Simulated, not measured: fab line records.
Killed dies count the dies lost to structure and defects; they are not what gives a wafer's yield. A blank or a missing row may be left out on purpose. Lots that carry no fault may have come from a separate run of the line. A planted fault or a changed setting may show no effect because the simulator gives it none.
Matching of chambers | flow n5 finfet | rie diel-04 running N5_BEOL_M3_ETCH_63: 4 sister chambers
The step etches SiARC in CF4, target depth 15.6 nm, time 26 s. 20 wafers are shown with their chamber, then 10 later ones without.

## EACH WAFER AND ITS CHAMBER
wafer  | chamber | throttle valve pct (%) | showerhead plenum p Torr (Torr) | drypump motor current A (A)
L076.3 | 1       | 15.53                  | 2.09                            | 5.8
L076.4 | 0       | 15.90                  | 2.12                            | 5.8
L076.5 | 0       | 15.92                  | 2.12                            | 5.8
L080.2 | 2       | 15.50                  | 2.07                            | 5.5
L080.4 | 1       | 15.55                  | 2.08                            | 5.7
L080.6 | 3       | 16.08                  | 2.14                            | 5.8
L081.2 | 0       | 15.93                  | 2.12                            | 5.8
L081.3 | 1       | 15.55                  | 2.08                            | 5.7
L081.5 | 1       | 15.55                  | 2.08                            | 5.7
L086.2 | 0       | 15.96                  | 2.12                            | 5.8
L086.3 | 1       | 15.56                  | 2.08                            | 5.7
L086.4 | 3       | 16.13                  | 2.13                            | 5.9
L084.2 | 1       | 15.60                  | 2.08                            | 5.7
L084.4 | 1       | 15.59                  | 2.08                            | 5.7
L084.5 | 0       | 15.96                  | 2.12                            | 5.8
L085.1 | 2       | 15.55                  | 2.06                            | 5.5
L085.3 | 1       | 15.59                  | 2.08                            | 5.8
L085.6 | 2       | 15.55                  | 2.06                            | 5.5
L088.3 | 0       | 15.97                  | 2.12                            | 5.8
L088.5 | 2       | 15.56                  | 2.06                            | 5.5

SIGNATURES (means of the wafers above)
reading                  | chamber 0 | chamber 1 | chamber 2 | chamber 3 | scatter within a chamber
throttle valve pct       | 15.9400   | 15.5650   | 15.5400   | 16.1050   | 0.027
showerhead plenum p Torr | 2.1200    | 2.0812    | 2.0625    | 2.1350    | 0.00364
drypump motor current A  | 5.800     | 5.725     | 5.500     | 5.850     | 0.0354
Rule: for each reading, subtract the chamber's mean from the wafer's reading, divide by that reading's scatter and square the result; add these up over the readings and take the root, which gives the wafer's distance from the chamber. The wafer belongs to the nearest chamber; if the next one is less than 2 further off, it can't be placed. The scatter: take each reading less its chamber's mean, square it, sum over the shown wafers, divide by the number of wafers less the number of chambers, and take the root.

## WAFERS MISSING THEIR CHAMBER
wafer  | throttle valve pct (%) | showerhead plenum p Torr (Torr) | drypump motor current A (A)
L088.6 | 15.59                  | 2.08                            | 5.7
L091.3 | 15.99                  | 2.11                            | 5.8
L091.4 | 16.12                  | 2.13                            | 5.8
L091.5 | 15.99                  | 2.11                            | 5.8
L094.2 | 15.59                  | 2.07                            | 5.7
L094.3 | 16.14                  | 2.13                            | 5.9
L094.6 | 15.58                  | 2.06                            | 5.5
L097.3 | 15.59                  | 2.05                            | 5.5
L097.5 | 15.53                  | 2.11                            | 5.8
L097.6 | 15.61                  | 2.07                            | 5.8

## WHICH CHAMBER EACH ONE RAN IN
wafer  | from the rows above | in truth
L088.6 | 1                   | 1
L091.3 | 0                   | 0
L091.4 | 3                   | 3
L091.5 | 0                   | 0
L094.2 | 1                   | 1
L094.3 | 3                   | 3
L094.6 | 2                   | 2
L097.3 | 2                   | 2
L097.5 | 1                   | 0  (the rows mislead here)
L097.6 | 1                   | 1
Placed correctly: 9 of 10. Number that these rows cannot place: 0. 1 placed wrongly.
